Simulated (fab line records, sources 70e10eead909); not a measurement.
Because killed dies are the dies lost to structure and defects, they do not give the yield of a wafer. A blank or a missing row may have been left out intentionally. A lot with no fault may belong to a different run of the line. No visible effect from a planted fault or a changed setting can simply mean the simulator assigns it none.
Chamber matching ; flow nand-harc ; 4 sister chambers for NHARC_A_STAIRCASE_ETCH_169 on rie-diel-04
The step etches the open film in CH3F/O2, target depth 50 nm, time 107.1 s. 4 wafers are shown with their chamber, then 9 later ones without.

EACH WAFER AND ITS CHAMBER
wafer;chamber;drypump-motor-current-A (A)
L086.3;3;5.4
L086.5;0;6.0
L087.3;2;5.2
L087.5;1;5.5

WAFERS WHOSE CHAMBER IS MISSING
wafer;drypump-motor-current-A (A)
L088.1;6.0
L088.3;5.3
L088.4;5.4
L090.1;6.0
L090.3;5.5
L090.6;5.2
L096.4;5.5
L096.5;5.5
L096.6;6.0

THE CHAMBER EACH PASSED THROUGH
wafer;from the rows above;in truth
L088.1;0;0
L088.3;can't be placed: 2 or 3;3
L088.4;3;3
L090.1;0;0
L090.3;1;1
L090.6;2;2
L096.4;1;1
L096.5;1;1
L096.6;0;0
8 of 9 placed correctly. Not placeable from these rows: 1 (in 1, the candidates include the true chamber). Number placed wrongly: 0.
How it was worked out, from the rows above alone: a wafer's distance from a chamber is the root of the sum, over the readings, of the square of ((its reading less the chamber's mean) divided by the reading's scatter). If the next closest chamber is less than 2 further off than the closest, the wafer can't be placed; otherwise it belongs to the closest. Each chamber's mean is taken over the wafers shown for it. The scatter: root of mean squared gap, hidden wafer to nearest shown wafer, with one shown wafer a chamber.
